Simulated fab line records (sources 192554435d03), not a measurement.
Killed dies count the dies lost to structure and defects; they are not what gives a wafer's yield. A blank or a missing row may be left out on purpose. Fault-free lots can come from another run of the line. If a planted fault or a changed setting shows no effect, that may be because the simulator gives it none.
Which tool is to blame? + flow n5 finfet + 8 lots with 24 wafers sampled at 8 steps, on a route of 1938 steps

== WHAT THE GAUGES READ, wafer by wafer ==
N5_BEOL_M2_OVL_MEAS_29.
| lot  | measured     | on         | V1_OVL (nm)    |
|------|--------------|------------|----------------|
| L236 | day 9 14:42  | overlay-01 | 0.3 0.8 0.7    |
| L238 | day 10 05:17 | overlay-02 | 0.6 -0.4 0.1   |
| L242 | day 10 23:55 | overlay-01 | -0.5 -0.8 -0.2 |
| L245 | day 11 19:03 | overlay-01 | 0.0 1.2 -0.3   |
| L231 | day 12 12:11 | overlay-01 | -0.3 -0.7 -1.1 |
| L249 | day 12 12:59 | overlay-01 | 0.6 -0.2 0.3   |
| L248 | day 12 18:18 | overlay-02 | 0.2 0.5 0.2    |
| L246 | day 13 00:49 | overlay-01 | -0.2 -0.2 -0.4 |

N5_BEOL_M2_OCD_MEAS_38.
| lot  | measured     | on     | trench depth nm (nm) |
|------|--------------|--------|----------------------|
| L236 | day 10 14:33 | ocd-02 | 55.8 56.0 54.4       |
| L238 | day 11 06:00 | ocd-02 | 56.2 55.5 55.9       |
| L242 | day 12 04:44 | ocd-01 | 55.2 54.4 54.7       |
| L245 | day 12 23:02 | ocd-01 | 74.0 74.3 73.5       |
| L231 | day 13 08:53 | ocd-02 | 54.6 55.5 55.6       |
| L249 | day 13 13:30 | ocd-01 | 55.4 55.6 54.7       |
| L248 | day 13 17:47 | ocd-02 | 56.9 56.9 56.7       |
| L246 | day 13 17:49 | ocd-01 | 73.3 74.1 72.8       |

N5_BEOL_M2_THK_MEAS_53: measures by xrf.
| lot  | measured     | on            | M2_THK (nm)    |
|------|--------------|---------------|----------------|
| L236 | day 10 18:09 | film metro-02 | 40.6 41.0 38.9 |
| L238 | day 11 09:46 | film metro-02 | 41.7 40.1 39.9 |
| L242 | day 12 08:26 | film metro-01 | 41.7 41.5 41.2 |
| L245 | day 13 02:43 | film metro-01 | 60.3 59.1 60.1 |
| L231 | day 13 12:46 | film metro-02 | 39.3 39.3 39.9 |
| L249 | day 13 17:16 | film metro-01 | 43.1 41.5 39.3 |
| L248 | day 13 21:29 | film metro-01 | 41.8 43.3 43.8 |
| L246 | day 13 22:01 | film metro-01 | 59.2 58.7 57.6 |

N5_BEOL_M2_RS_MEAS_58: measurement is done with a four-point probe.
| lot  | measured     | on            | M2_RS (ohm/sq)    |
|------|--------------|---------------|-------------------|
| L236 | day 10 18:25 | film metro-02 | 0.659 0.647 0.697 |
| L238 | day 11 10:02 | film metro-02 | 0.633 0.671 0.673 |
| L242 | day 12 08:41 | film metro-02 | 0.650 0.654 0.662 |
| L245 | day 13 02:58 | film metro-02 | 0.408 0.414 0.407 |
| L231 | day 13 13:05 | film metro-02 | 0.681 0.683 0.666 |
| L249 | day 13 17:35 | film metro-02 | 0.620 0.650 0.696 |
| L248 | day 13 21:45 | film metro-02 | 0.641 0.615 0.604 |
| L246 | day 13 22:19 | film metro-01 | 0.417 0.424 0.434 |

N5_BEOL_M4_RC_MEAS_101.
| lot  | measured     | on        | DIBL_N (mV/V)  | DIBL_P (mV/V)  | IOFF_N (nA/um)    | IOFF_P (nA/um) | ION_N (uA/um) | ION_P (uA/um) | SERP_M2 (ohm/um) | SERP_M2_max_site (ohm/um) | SS_N (mV/dec)  | SS_P (mV/dec)  | VT_N (mV)         | VT_P (mV)      |
|------|--------------|-----------|----------------|----------------|-------------------|----------------|---------------|---------------|------------------|---------------------------|----------------|----------------|-------------------|----------------|
| L236 | day 12 17:15 | prober-02 | 37.5 38.5 37.3 | 39.4 40.3 38.6 | 0.196 0.211 0.194 | 0.24 0.26 0.23 | 679 686 689   | 463 470 464   | 186 199 184      | 195 204 193               | 72.0 72.0 71.0 | 74.1 74.4 74.2 | 245.8 245.1 244.4 | -251 -248 -250 |
| L238 | day 13 07:53 | prober-01 | 32.6 34.1 34.0 | 33.0 34.6 34.4 | 0.126 0.147 0.142 | 0.17 0.19 0.19 | 665 671 668   | 462 461 451   | 192 203 204      | 197 209 214               | 70.7 71.9 71.4 | 72.7 73.3 73.1 | 251.9 247.8 248.8 | -253 -251 -250 |
| L242 | day 14 07:26 | prober-02 | 38.0 36.2 36.5 | 38.0 36.0 35.8 | 0.180 0.142 0.143 | 0.24 0.20 0.20 | 680 664 667   | 466 459 463   | 179 179 178      | 186 205 188               | 71.8 71.0 71.7 | 73.8 73.3 73.8 | 249.6 249.0 253.3 | -252 -252 -252 |
| L245 | day 14 15:31 | prober-01 | 36.7 37.5 36.4 | 36.2 37.5 36.1 | 0.164 0.180 0.156 | 0.24 0.26 0.23 | 680 683 680   | 473 476 472   | 121 128 125      | 125 135 133               | 72.1 72.1 72.2 | 73.5 74.1 73.3 | 250.9 251.2 250.9 | -246 -246 -247 |
| L231 | day 15 11:17 | prober-02 | 36.1 36.3 34.5 | 37.0 37.2 35.2 | 0.162 0.155 0.132 | 0.20 0.20 0.18 | 674 663 660   | 458 451 453   | 200 206 202      | 203 214 211               | 71.9 71.7 71.2 | 73.4 72.9 73.7 | 249.5 251.1 252.5 | -251 -254 -254 |
| L249 | day 15 11:43 | prober-01 | 35.7 34.8 34.3 | 34.9 34.3 34.5 | 0.135 0.120 0.121 | 0.20 0.19 0.19 | 676 668 664   | 464 464 464   | 182 190 201      | 186 204 210               | 70.9 71.0 70.4 | 73.0 72.4 72.5 | 251.9 255.6 253.3 | -251 -249 -250 |
| L248 | day 15 22:30 | prober-01 | 34.6 33.5 33.9 | 34.0 33.6 33.6 | 0.126 0.124 0.121 | 0.16 0.16 0.16 | 657 658 655   | 447 453 453   | 206 198 161      | 223 204 173               | 70.6 71.5 71.5 | 73.1 72.0 73.2 | 257.1 253.6 253.1 | -257 -256 -256 |
| L246 | day 16 09:26 | prober-01 | 34.5 36.4 35.0 | 35.1 37.7 35.5 | 0.136 0.172 0.146 | 0.18 0.22 0.19 | 669 680 671   | 456 468 467   | 119 121 120      | 128 144 126               | 70.9 71.4 71.5 | 73.0 73.1 72.6 | 251.0 246.8 249.7 | -253 -251 -251 |

== WHAT TOOL EACH LOT RAN ON (gives the tool, then ch and the chambers of the sampled wafers, and finally the start) ==
| lot  | N5_BEOL_M2_TRENCH_ETCH_37          | N5_BEOL_M2_PRE_CLEAN_45      | N5_BEOL_M2_SURFACE_TREAT_85  |
|------|------------------------------------|------------------------------|------------------------------|
| L236 | rie diel-05 ch 0,3, day 10 14:23   | pvd sputter-03, day 10 14:55 | pvd sputter-01, day 10 15:13 |
| L238 | rie diel-05 ch 1,2, day 11 05:51   | pvd sputter-02, day 11 06:25 | pvd sputter-02, day 11 06:46 |
| L242 | rie diel-04 ch 1,2, day 12 04:35   | pvd sputter-01, day 12 05:04 | pvd sputter-03, day 12 05:31 |
| L245 | rie diel-05 ch 0,1, day 12 22:53   | pvd sputter-02, day 12 23:32 | pvd sputter-01, day 12 23:49 |
| L231 | rie diel-02 ch 0,1,2, day 13 08:44 | pvd sputter-03, day 13 09:25 | pvd sputter-01, day 13 09:59 |
| L249 | rie diel-02 ch 2,3, day 13 13:21   | pvd sputter-01, day 13 13:55 | pvd sputter-01, day 13 14:14 |
| L248 | rie diel-04 ch 0,3, day 13 17:38   | pvd sputter-03, day 13 18:16 | pvd sputter-03, day 13 18:40 |
| L246 | rie diel-05 ch 0,2, day 13 17:40   | pvd sputter-02, day 13 18:16 | pvd sputter-03, day 13 18:42 |
- N5_BEOL_M2_TRENCH_ETCH_37: etches SiOC in C4F6/O2, target depth 55.555 nm, time 29.2 s.
- N5_BEOL_M2_PRE_CLEAN_45: time 30 s.
- N5_BEOL_M2_SURFACE_TREAT_85

== AS READ BY THE TOOLS THEMSELVES (means over the sampled wafers that have a number; for cases with no such wafer, the mark the record gives instead) ==
N5_BEOL_M2_TRENCH_ETCH_37.
| lot  | tool        | drypump motor current A (A) | mfc ar sccm (sccm) | oes_o_777_au (a.u.) | oes product au (a.u.) | rf vpp V (V) | showerhead plenum p Torr (Torr) | throttle valve pct (%) |
|------|-------------|-----------------------------|--------------------|---------------------|-----------------------|--------------|---------------------------------|------------------------|
| L236 | rie diel-05 | 5.9                         | 299.6              | 0.74                | 0.73                  | 665          | 2.88                            | 20.89                  |
| L238 | rie diel-05 | 6.1                         | 299.7              | 0.79                | 0.79                  | 668          | 2.79                            | 20.62                  |
| L242 | rie diel-04 | 5.6                         | 300.5              | 0.69                | 0.69                  | 670          | 2.88                            | 20.87                  |
| L245 | rie diel-05 | 6.2                         | 299.8              | 0.78                | 0.94                  | 668          | 2.79                            | 20.74                  |
| L231 | rie diel-02 | 5.6                         | 300.4              | 0.73                | 0.73                  | 673          | 2.84                            | 21.02                  |
| L249 | rie diel-02 | 5.2                         | 299.9              | 0.77                | 0.77                  | 670          | 2.85                            | 21.01                  |
| L248 | rie diel-04 | 5.8                         | 300.3              | 0.91                | 0.93                  | 662          | 2.83                            | 20.55                  |
| L246 | rie diel-05 | 5.8                         | 300.1              | 0.70                | 0.84                  | 664          | 2.82                            | 20.87                  |

N5_BEOL_M2_PRE_CLEAN_45.
| lot  | tool           | heater power w (W) |
|------|----------------|--------------------|
| L236 | pvd sputter-03 | 314                |
| L238 | pvd sputter-02 | 335                |
| L242 | pvd sputter-01 | 359                |
| L245 | pvd sputter-02 | 327                |
| L231 | pvd sputter-03 | 316                |
| L249 | pvd sputter-01 | 350                |
| L248 | pvd sputter-03 | 366                |
| L246 | pvd sputter-02 | 314                |

N5_BEOL_M2_SURFACE_TREAT_85.
| lot  | tool           | ar flow sccm (sccm) |
|------|----------------|---------------------|
| L236 | pvd sputter-01 | 29.98               |
| L238 | pvd sputter-02 | 30.08               |
| L242 | pvd sputter-03 | 30.09               |
| L245 | pvd sputter-01 | 30.02               |
| L231 | pvd sputter-01 | 29.98               |
| L249 | pvd sputter-01 | 30.06               |
| L248 | pvd sputter-03 | 30.05               |
| L246 | pvd sputter-03 | 29.94               |

== THE ANSWER, worked out from the rows above alone ==
Rule: what is usual is taken from the lots themselves. The widest of any qualifying gaps counts: lots, ordered by their means at a reading, are off when they make up no more than a third of the lots, leave a main group of 4 or more, and stand apart from it by 3 or more times the standard deviation of that group's means. A main group whose means are all the same, to the digits that the tables above print for the reading, isn't used. A lot without any number at a reading at which 4 lots or more have one is off too. The other lots that the step has rows for count as sound. The gauges are gone through in route order, then the tools' own readings, and for those a lot's mean is taken as printed above. The first step at which some lot is off is used, and at that step the reading that is off furthest; a lot without a number counts as furthest.
Off, at N5_BEOL_M2_OCD_MEAS_38 on trench depth nm: L245, L246. Mean 55.6 nm and standard deviation 0.66 in the main group.
If a tool, at a process step before that reading, ran all the lots that are off and no sound lot after the first of them, it fits. Not tried: the gauges at N5_BEOL_M2_OCD_MEAS_38; whatever is off there is also off at N5_BEOL_M2_THK_MEAS_53, on other tools, and gauge error can't account for it. One fits: rie diel-05 at N5_BEOL_M2_TRENCH_ETCH_37. A fault onset in the window from L238 (day 11 05:51, its last sound lot) to L245 (day 12 22:53, its first lot off) fits.

== WHAT WAS PUT IN BY THE SIMULATOR ==
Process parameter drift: rie diel-05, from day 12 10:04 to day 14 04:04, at N5_BEOL_M2_TRENCH_ETCH_37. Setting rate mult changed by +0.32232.
Lots struck among those shown: L245, L246. Same finding as the rule above.
